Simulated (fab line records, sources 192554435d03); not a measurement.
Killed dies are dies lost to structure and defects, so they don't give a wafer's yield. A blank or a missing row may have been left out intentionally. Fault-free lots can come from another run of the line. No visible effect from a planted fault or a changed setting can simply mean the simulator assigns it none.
Problem report in the 8D (eight disciplines) form, filled by code    flow n5_finfet    the parts of the form that need people (team, actions taken, sign-off) are left out

== 1. PROBLEM STATEMENT ==
Mean of rf_fwd_power_W at N5_FIN_SAQP_MANDREL_ETCH_58: 313.8 W across 6 wafers in 2 lots; on wafers with no fault it is 794.8 W (standard deviation 2.9). That is -99 or more standard deviations from the usual mean.
The step: etches a-Si in HBr/Cl2, stops on SiNx, target depth 45 nm, bt time 10 s, time 27 s.
Earliest sighting: wafer L230.1 on rie_si-03 at day 5 18:05. The record holds 33 wafers of 11 lots with a number at this step. The rule behind "out" and "out of limits": a value lying over 4 standard deviations away from the usual mean. Any other wafer with a number is counted as sound.

== 2. WHAT IT IS, WHAT IT ISN'T ==
question                     is                      is not
which readings at this step  rf_fwd_power_W          drypump_motor_current_A, throttle_valve_pct
which lots                   L230, L234              L215, L217, L218, L221, L222, L223, L231, L235, L238
which wafers of those lots   all that have a number  -
read on which tools          rie_si-03               rie_si-05
when                         from day 5 18:05        up to then (18 sound wafers); but 9 sound wafers of L231, L235, L238 came after

== 3. THE SUSPECTS, EACH WITH WHAT RULES IT OUT ==
Counting: a tool at a process step up to the reading stays a suspect if it ran every lot that is out and no sound lot after the first of them.
- rie_si-03 at N5_FIN_SAQP_ETCH_65 (etches SiO2 in CF4, target depth 4 nm, time 4.4 s): kept. Every lot that is out went through it, starting with L230 (day 5 18:04), and after that it ran no sound lot; the last sound lot it ran before then is L223 (day 4 02:51).
- rie_si-03 at N5_FIN_SAQP_MANDREL_ETCH_58 (etches a-Si in HBr/Cl2, stops on SiNx, target depth 45 nm, bt time 10 s, time 27 s): kept. Every lot that is out went through it, starting with L230 (day 5 18:05), and after that it ran no sound lot; the last sound lot it ran before then is L223 (day 4 02:53). Its own rf_fwd_power_W readings are out on those wafers.
After counting, rie_si-03 at N5_FIN_SAQP_ETCH_65 and rie_si-03 at N5_FIN_SAQP_MANDREL_ETCH_58 remain.

== 4. THE CAUSE (what the simulator had put in) ==
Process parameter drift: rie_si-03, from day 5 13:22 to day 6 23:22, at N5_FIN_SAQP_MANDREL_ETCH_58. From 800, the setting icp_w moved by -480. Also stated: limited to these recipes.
Of the 2 suspects that counting leaves, this tool is one.

== 5. SEQUENCE OF EFFECTS, ordered by route ==
Each row: a reading where the mean over the struck wafers with a number is more than 3 standard deviations away from the usual. Readings are gone through only where the record gives a usual standard deviation; hours: the median, over the lots, of the time from a lot's start at the first step in this table giving one to that lot's start at this step; sigmas: the change measured in usual standard deviations.
hours  step                         reading         usual    on struck wafers  change  sigmas
0      N5_FIN_SAQP_MANDREL_ETCH_58  rf_fwd_power_W  794.8 W  313.8             -481.0  -99 or more
Here are the process steps it includes:
- N5_FIN_SAQP_MANDREL_ETCH_58: etches a-Si in HBr/Cl2, stops on SiNx, target depth 45 nm, bt time 10 s, time 27 s.

== 6. WHAT WOULD HAVE CAUGHT IT SOONER ==
The fault began at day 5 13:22; the first out-of-limits reading in this record came at day 5 18:05, 5 hours later.
